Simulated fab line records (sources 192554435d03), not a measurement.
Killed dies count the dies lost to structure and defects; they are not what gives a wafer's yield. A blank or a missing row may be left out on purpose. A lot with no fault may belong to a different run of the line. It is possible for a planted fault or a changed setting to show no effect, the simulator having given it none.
Matching of chambers :: flow n5Finfet :: N5_BEOL_M0_CUTY_ETCH_62 on rieDiel-01 has 4 sister chambers
The step etches SiARC in CF4, time 58.5 s. 20 wafers are shown with their chamber, then 10 later ones without.

WAFERS, EACH WITH ITS CHAMBER
wafer: L080.1
chamber: 3
etchRfOnTimeS (s): 58.4
throttleValvePct (%): 15.80
oesProductAu (a.u.): 0.57

wafer: L080.2
chamber: 0
etchRfOnTimeS (s): 56.1
throttleValvePct (%): 15.78
oesProductAu (a.u.): 0.70

wafer: L080.3
chamber: 1
etchRfOnTimeS (s): 59.5
throttleValvePct (%): 15.35
oesProductAu (a.u.): 0.68

wafer: L080.4
chamber: 0
etchRfOnTimeS (s): 56.0
throttleValvePct (%): 15.77
oesProductAu (a.u.): 0.70

wafer: L080.5
chamber: 3
etchRfOnTimeS (s): 59.0
throttleValvePct (%): 15.82
oesProductAu (a.u.): 0.57

wafer: L080.6
chamber: 1
etchRfOnTimeS (s): 59.8
throttleValvePct (%): 15.37
oesProductAu (a.u.): 0.68

wafer: L083.2
chamber: 2
etchRfOnTimeS (s): 56.5
throttleValvePct (%): 15.53
oesProductAu (a.u.): 0.83

wafer: L083.4
chamber: 0
etchRfOnTimeS (s): 56.4
throttleValvePct (%): 15.81
oesProductAu (a.u.): 0.69

wafer: L083.5
chamber: 1
etchRfOnTimeS (s): 59.7
throttleValvePct (%): 15.41
oesProductAu (a.u.): 0.67

wafer: L085.1
chamber: 2
etchRfOnTimeS (s): 55.8
throttleValvePct (%): 15.54
oesProductAu (a.u.): 0.82

wafer: L085.2
chamber: 1
etchRfOnTimeS (s): 59.9
throttleValvePct (%): 15.40
oesProductAu (a.u.): 0.66

wafer: L085.3
chamber: 0
etchRfOnTimeS (s): 56.5
throttleValvePct (%): 15.83
oesProductAu (a.u.): 0.68

wafer: L085.4
chamber: 3
etchRfOnTimeS (s): 57.1
throttleValvePct (%): 15.28
oesProductAu (a.u.): 0.83

wafer: L085.5
chamber: 3
etchRfOnTimeS (s): 57.6
throttleValvePct (%): 15.25
oesProductAu (a.u.): 0.82

wafer: L085.6
chamber: 2
etchRfOnTimeS (s): 55.8
throttleValvePct (%): 15.56
oesProductAu (a.u.): 0.82

wafer: L087.2
chamber: 0
etchRfOnTimeS (s): 55.9
throttleValvePct (%): 15.82
oesProductAu (a.u.): 0.68

wafer: L087.4
chamber: 3
etchRfOnTimeS (s): 57.6
throttleValvePct (%): 15.29
oesProductAu (a.u.): 0.81

wafer: L087.6
chamber: 0
etchRfOnTimeS (s): 56.2
throttleValvePct (%): 15.83
oesProductAu (a.u.): 0.67

wafer: L093.3
chamber: 2
etchRfOnTimeS (s): 56.2
throttleValvePct (%): 15.56
oesProductAu (a.u.): 0.79

wafer: L093.4
chamber: 1
etchRfOnTimeS (s): 60.0
throttleValvePct (%): 15.43
oesProductAu (a.u.): 0.65

SIGNATURES (averages over the wafers above)
reading: etchRfOnTimeS
chamber 0: 56.183
chamber 1: 59.780
chamber 2: 56.075
chamber 3: 57.940
scatter within a chamber: 0.436

reading: throttleValvePct
chamber 0: 15.8067
chamber 1: 15.3920
chamber 2: 15.5475
chamber 3: 15.4880
scatter within a chamber: 0.149

reading: oesProductAu
chamber 0: 0.6867
chamber 1: 0.6680
chamber 2: 0.8150
chamber 3: 0.7200
scatter within a chamber: 0.0696
Rule: distance of a wafer from a chamber = root of the sum over the readings of ((wafer's reading minus chamber's mean) / reading's scatter) squared. If the next closest chamber is less than 2 further off than the closest, the wafer can't be placed; otherwise it belongs to the closest. How the scatter is found: for the shown wafers, subtract from each reading the mean of its chamber, square and add these, divide the total by (wafers less chambers), then take the root.

WAFERS WITHOUT THEIR CHAMBER
wafer: L093.5
etchRfOnTimeS (s): 55.6
throttleValvePct (%): 15.57
oesProductAu (a.u.): 0.79

wafer: L095.1
etchRfOnTimeS (s): 55.8
throttleValvePct (%): 15.59
oesProductAu (a.u.): 0.79

wafer: L095.5
etchRfOnTimeS (s): 57.3
throttleValvePct (%): 15.31
oesProductAu (a.u.): 0.78

wafer: L095.6
etchRfOnTimeS (s): 55.6
throttleValvePct (%): 15.58
oesProductAu (a.u.): 0.78

wafer: L097.1
etchRfOnTimeS (s): 56.6
throttleValvePct (%): 15.86
oesProductAu (a.u.): 0.66

wafer: L097.4
etchRfOnTimeS (s): 56.4
throttleValvePct (%): 15.60
oesProductAu (a.u.): 0.78

wafer: L097.5
etchRfOnTimeS (s): 56.7
throttleValvePct (%): 15.87
oesProductAu (a.u.): 0.66

wafer: L096.1
etchRfOnTimeS (s): 55.4
throttleValvePct (%): 15.87
oesProductAu (a.u.): 0.67

wafer: L096.2
etchRfOnTimeS (s): 59.4
throttleValvePct (%): 15.44
oesProductAu (a.u.): 0.65

wafer: L096.3
etchRfOnTimeS (s): 56.6
throttleValvePct (%): 15.32
oesProductAu (a.u.): 0.78

CHAMBER TAKEN BY EACH
wafer: L093.5
from the rows above: can't be placed: 2 or 0
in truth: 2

wafer: L095.1
from the rows above: can't be placed: 2 or 0
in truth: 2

wafer: L095.5
from the rows above: can't be placed: 3 or 2
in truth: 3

wafer: L095.6
from the rows above: can't be placed: 2 or 0
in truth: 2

wafer: L097.1
from the rows above: 0
in truth: 0

wafer: L097.4
from the rows above: can't be placed: 2 or 0
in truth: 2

wafer: L097.5
from the rows above: 0
in truth: 0

wafer: L096.1
from the rows above: can't be placed: 0 or 2
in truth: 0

wafer: L096.2
from the rows above: 1
in truth: 1

wafer: L096.3
from the rows above: can't be placed: 2 or 3 or 0
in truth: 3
Correct placement for 3 of the 10. Not placeable from these rows: 7 (in 7, the candidates include the true chamber). Number placed wrongly: 0.
